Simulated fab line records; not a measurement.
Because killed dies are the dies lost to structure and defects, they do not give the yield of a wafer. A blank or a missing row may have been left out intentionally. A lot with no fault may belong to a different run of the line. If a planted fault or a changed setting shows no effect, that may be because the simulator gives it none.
Which tool is to blame? + flow nandHarc + 36 wafers from 12 lots sampled at 5 of the route's 1302 steps

== WHAT THE GAUGES READ, wafer by wafer ==
NHARC_A_ONON_D2_INSPECT_32.
| lot  | measured     | on               | rawDefectCount |
|------|--------------|------------------|----------------|
| L076 | day 13 18:44 | defectInspect-01 | 410 813 441    |
| L077 | day 14 13:03 | defectInspect-02 | 370 345 410    |
| L079 | day 14 19:43 | defectInspect-02 | 483 380 239    |
| L081 | day 16 09:30 | defectInspect-01 | 530 386 374    |
| L083 | day 17 01:21 | defectInspect-02 | 533 951 549    |
| L085 | day 17 10:26 | defectInspect-02 | 310 449 283    |
| L087 | day 18 00:14 | defectInspect-02 | 539 609 230    |
| L089 | day 19 03:59 | defectInspect-02 | 343 470 407    |
| L092 | day 20 10:17 | defectInspect-02 | 1013 729 833   |
| L094 | day 21 03:35 | defectInspect-02 | 347 381 367    |
| L095 | day 22 05:44 | defectInspect-02 | 208 319 428    |
| L097 | day 23 09:16 | defectInspect-01 | 347 310 463    |

== WHAT TOOL EACH LOT RAN ON (gives the tool, then ch and the chambers of the sampled wafers, and finally the start) ==
| lot  | NHARC_A_CHANNEL_HOLE_D1_ETCH_23 | NHARC_A_CHANNEL_FILL_D1_ETCHBACK_20 | NHARC_A_CHANNEL_FILL_D1_STRIP_29             | NHARC_A_DECK1_JOINT_CMP_13    |
|------|---------------------------------|-------------------------------------|----------------------------------------------|-------------------------------|
| L076 | harEtch-02 ch 0,1, day 9 09:45  | rieDiel-02 ch 0,1,2, day 10 14:19   | rieDiel-02 ch 1,2,3, day 12 00:22 or earlier | cmp-01 ch 0,1,2, day 12 00:22 |
| L077 | harEtch-02 ch 0,1, day 10 01:50 | rieDiel-09 ch 1,3, day 11 06:31     | rieDiel-09 ch 0,1,3, day 12 16:37 or earlier | cmp-04 ch 0,1, day 12 16:37   |
| L079 | harEtch-01 ch 0,1, day 10 16:12 | rieDiel-02 ch 0,2,3, day 11 23:08   | rieDiel-02 ch 0,1,2, day 13 09:15 or earlier | cmp-03 ch 0,1,3, day 13 09:15 |
| L081 | harEtch-01 ch 0,1, day 11 21:23 | rieDiel-11 ch 2,3, day 13 03:32     | rieDiel-02 ch 1,2,3, day 14 13:47 or earlier | cmp-01 ch 1,2, day 14 13:47   |
| L083 | harEtch-01 ch 0,1, day 12 17:11 | rieDiel-11 ch 0,2, day 13 23:43     | rieDiel-02 ch 1,2,3, day 15 09:30 or earlier | cmp-04 ch 1,2, day 15 09:30   |
| L085 | harEtch-02 ch 0, day 13 01:01   | rieDiel-11 ch 0,2,3, day 14 10:56   | rieDiel-11 ch 0,1,2, day 15 21:02 or earlier | cmp-01 ch 1,2, day 15 21:02   |
| L087 | harEtch-01 ch 0,1, day 14 00:03 | rieDiel-11 ch 1,2,3, day 15 04:56   | rieDiel-02 ch 0,1,2, day 16 15:07 or earlier | cmp-03 ch 1,2,3, day 16 15:07 |
| L089 | harEtch-01 ch 0,1, day 14 23:03 | rieDiel-02 ch 0,1,3, day 16 03:55   | rieDiel-09 ch 0,1,2, day 17 12:51 or earlier | cmp-01 ch 0,1,3, day 17 12:51 |
| L092 | harEtch-02 ch 0,1, day 16 02:19 | rieDiel-11 ch 0,2,3, day 17 07:08   | rieDiel-11 ch 0,1,2, day 18 18:40 or earlier | cmp-03 ch 0,2,3, day 18 18:40 |
| L094 | harEtch-01 ch 1, day 17 00:14   | rieDiel-02 ch 1,3, day 18 04:46     | rieDiel-11 ch 0,1,2, day 19 15:41 or earlier | cmp-01 ch 1,2,3, day 19 15:41 |
| L095 | harEtch-02 ch 0,1, day 17 14:01 | rieDiel-02 ch 2,3, day 18 21:14     | rieDiel-11 ch 0,1,3, day 19 14:57            | cmp-03 ch 1,3, day 20 07:26   |
| L097 | harEtch-02 ch 0, day 18 10:00   | rieDiel-11 ch 0,1,3, day 19 16:22   | rieDiel-02 ch 1,3, day 21 06:31 or earlier   | cmp-01 ch 1,2,3, day 21 06:31 |
- NHARC_A_CHANNEL_HOLE_D1_ETCH_23: etches the open film in C4F8/O2/Ar, time 819 s, target depth 1600 nm.
- NHARC_A_CHANNEL_FILL_D1_ETCHBACK_20: etches the open film in C4F8/O2/Ar, target depth 27 nm, time 13.5 s.
- NHARC_A_CHANNEL_FILL_D1_STRIP_29: strips in O2, time 20 s.
- NHARC_A_DECK1_JOINT_CMP_13: polishes, target thk 51.023 nm.

== THE ANSWER, worked out from the rows above alone ==
Rule: what is usual is taken from the lots themselves. Put in order of their means at a reading, lots are off if they are a third of the lots or fewer, leave a main group of 4 or more, and stand apart from it by a gap of 3 or more times the standard deviation of the main group's means; of several such gaps the widest counts. A main group whose means are all the same, to the digits that the tables above print for the reading, isn't used. Also off: a lot with no number at a reading for which 4 or more lots have one. All remaining lots with rows at the step are treated as sound.
No lot is off on any of the readings shown, so nothing can be concluded from this.

== WHAT THE SIMULATOR HAD PUT IN ==
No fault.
